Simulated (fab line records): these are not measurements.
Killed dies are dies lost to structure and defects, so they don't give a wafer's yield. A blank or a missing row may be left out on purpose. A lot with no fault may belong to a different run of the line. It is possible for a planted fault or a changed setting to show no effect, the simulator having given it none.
Split-lot trial | flow n5Finfet | 39 wafers read from 7 lots, route of 1938 steps

ABOUT THE SPLIT
At N5_BEOL_M0_SAQP_CUT_ETCH_46 (etches SOC in N2/H2, target depth 135 nm, overetch 27 nm, time 202.5 s), the setting timeS was moved away from the recipe's 202.5 s on 9 of the 39 wafers read, by -38.6% to +52.7%. All remaining wafers had this setting at the recipe value.

Reading taken at the split's own step.

THE READING
SiARC_of_BEOL_M0_SAQP_COAT_72.thkNm (the simulator's own value, which no gauge read), in nm, at N5_BEOL_M0_SAQP_CUT_ETCH_46 (etches SOC in N2/H2, target depth 135 nm, overetch 27 nm, time 202.5 s). The file gives no usual value for it. Average 4.8 nm, standard deviation 0.35 nm, over the 30 wafers here run with the recipe.

wafer  | tool, chamber at the split | timeS as run, s | against the recipe | SiARC_of_BEOL_M0_SAQP_COAT_72.thkNm, nm | against lot-mates on the recipe
L078.1 | rieDiel-01, 1              | 202.5           | recipe             | 5.4                                     | -
L078.2 | rieDiel-01, 3              | 202.5           | recipe             | 4.6                                     | -
L078.3 | rieDiel-01, 2              | 202.5           | recipe             | 4.2                                     | -
L078.4 | rieDiel-01, 0              | 202.5           | recipe             | 5                                       | -
L078.5 | rieDiel-01, 3              | 202.5           | recipe             | 4.6                                     | -
L078.6 | rieDiel-01, 0              | 202.5           | recipe             | 5                                       | -
L084.1 | rieDiel-01, 1              | 202.5           | recipe             | 5.6                                     | -
L084.2 | rieDiel-01, 3              | 202.5           | recipe             | 4.8                                     | -
L084.3 | rieDiel-01, 2              | 202.5           | recipe             | 4.4                                     | -
L089.1 | rieDiel-06, 3,1            | 202.5           | recipe             | 5.2                                     | -
L089.3 | rieDiel-06, 3,1            | 202.5           | recipe             | 5.2                                     | -
L089.2 | rieDiel-06, 0              | 256.7           | +26.8%             | 2.8                                     | -2.4
L089.4 | rieDiel-06, 3              | 202.5           | recipe             | 5.2                                     | -
L089.5 | rieDiel-06, 1              | 256.7           | +26.8%             | 2.6                                     | -2.6
L089.6 | rieDiel-06, 0              | 256.7           | +26.8%             | 2.8                                     | -2.4
L092.1 | rieDiel-05, 0              | 202.5           | recipe             | 4.6                                     | -
L092.2 | rieDiel-05, 3              | 202.5           | recipe             | 4.6                                     | -
L092.3 | rieDiel-05, 1              | 309.2           | +52.7%             | 0                                       | -4.7
L092.4 | rieDiel-05, 2              | 309.2           | +52.7%             | 0                                       | -4.7
L092.5 | rieDiel-05, 3              | 309.2           | +52.7%             | 0                                       | -4.7
L092.6 | rieDiel-05, 0              | 202.5           | recipe             | 4.8                                     | -
L093.1 | rieDiel-05, 1              | 202.5           | recipe             | 4.6                                     | -
L093.2 | rieDiel-05, 2              | 202.5           | recipe             | 4.4                                     | -
L093.3 | rieDiel-05, 3              | 202.5           | recipe             | 4.6                                     | -
L093.4 | rieDiel-05, 0              | 202.5           | recipe             | 4.8                                     | -
L093.5 | rieDiel-05, 0              | 202.5           | recipe             | 4.8                                     | -
L093.6 | rieDiel-05, 3              | 202.5           | recipe             | 4.6                                     | -
L094.1 | rieDiel-06, 3              | 202.5           | recipe             | 5.2                                     | -
L094.2 | rieDiel-06, 2              | 202.5           | recipe             | 4.6                                     | -
L094.5 | rieDiel-06, 2              | 202.5           | recipe             | 4.6                                     | -
L094.3 | rieDiel-06, 0              | 202.5           | recipe             | 5.4                                     | -
L094.4 | rieDiel-06, 1              | 202.5           | recipe             | 5.2                                     | -
L094.6 | rieDiel-06, 1              | 202.5           | recipe             | 5.2                                     | -
L095.1 | rieDiel-05, 2              | 124.4           | -38.6%             | 8.6                                     | +4.0
L095.2 | rieDiel-05, 3              | 202.5           | recipe             | 4.6                                     | -
L095.3 | rieDiel-05, 1              | 124.4           | -38.6%             | 8.8                                     | +4.2
L095.4 | rieDiel-05, 0              | 202.5           | recipe             | 4.8                                     | -
L095.5 | rieDiel-05, 1              | 124.4           | -38.6%             | 8.6                                     | +4.0
L095.6 | rieDiel-05, 2              | 202.5           | recipe             | 4.4                                     | -
Where a row lists several chambers, the file gives one row for several wafers and doesn't say which wafer went through which chamber.

THE FIT
A straight line over all 39 wafers: SiARC_of_BEOL_M0_SAQP_COAT_72.thkNm changes by -0.0925 nm for each +1% of timeS; r = -0.98; the points scatter about the line by 0.34 nm.
The same after taking each lot's own level away (the mean of its wafers on the recipe; 39 wafers): -0.0946 nm for each +1%; r = -0.99; scatter 0.29 nm.
Per that fit: largest timeS move, reading shift of 5 nm.
Across the lots, their own levels run from 4.60 to 5.20 nm, a range of 1.7 times the standard deviation given above.
Consequently the slope shifts little with the lot-to-lot level, the two slopes agreeing.
Check: with one of the wafers moved furthest among these (+52.7%) left out of the fit, the line predicts -4.99 nm for it against its lot-mates. It came out at -4.67 nm against them.

THE OTHER SPLITS THESE WAFERS WENT THROUGH
Before the reading, these wafers also passed through other splits. Each is held against what the fit with the lots' levels taken away leaves over:
other split on the same wafers       | wafers away from the commonest value | r with SiARC_of_BEOL_M0_SAQP_COAT_72.thkNm (lot level and that fit taken away)
N5_FIN_SAQP_SPACER1_ALD_24 aldCycles | 15                                   | +0.12
N5_DUMMY_GATE_ALD_02 targetThkA      | 15                                   | +0.04
N5_SDB_ALD_29 aldCycles              | 15                                   | +0.25

THE WHOLE CHAIN: every reading that the file lists as answering this split, in the file's order
step                        | what it does                                                           | reading                                                                              | change (the file's fit)                | r (the file's)
N5_BEOL_M0_SAQP_CUT_ETCH_46 | etches SOC in N2/H2, target depth 135 nm, overetch 27 nm, time 202.5 s | BEOL_M0_SAQP.cdNm (the simulator's own value, which no gauge read)                   | +0.0792 nm for each +1% of the setting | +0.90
N5_BEOL_M0_SAQP_CUT_ETCH_46 | etches SOC in N2/H2, target depth 135 nm, overetch 27 nm, time 202.5 s | SiARC_of_BEOL_M0_SAQP_COAT_72.thkNm (the simulator's own value, which no gauge read) | -0.0941 nm for each +1% of the setting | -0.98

THE FILE'S OWN FIT
SiARC_of_BEOL_M0_SAQP_COAT_72.thkNm changes by -0.0941 nm for each +1% of timeS, r = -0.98.
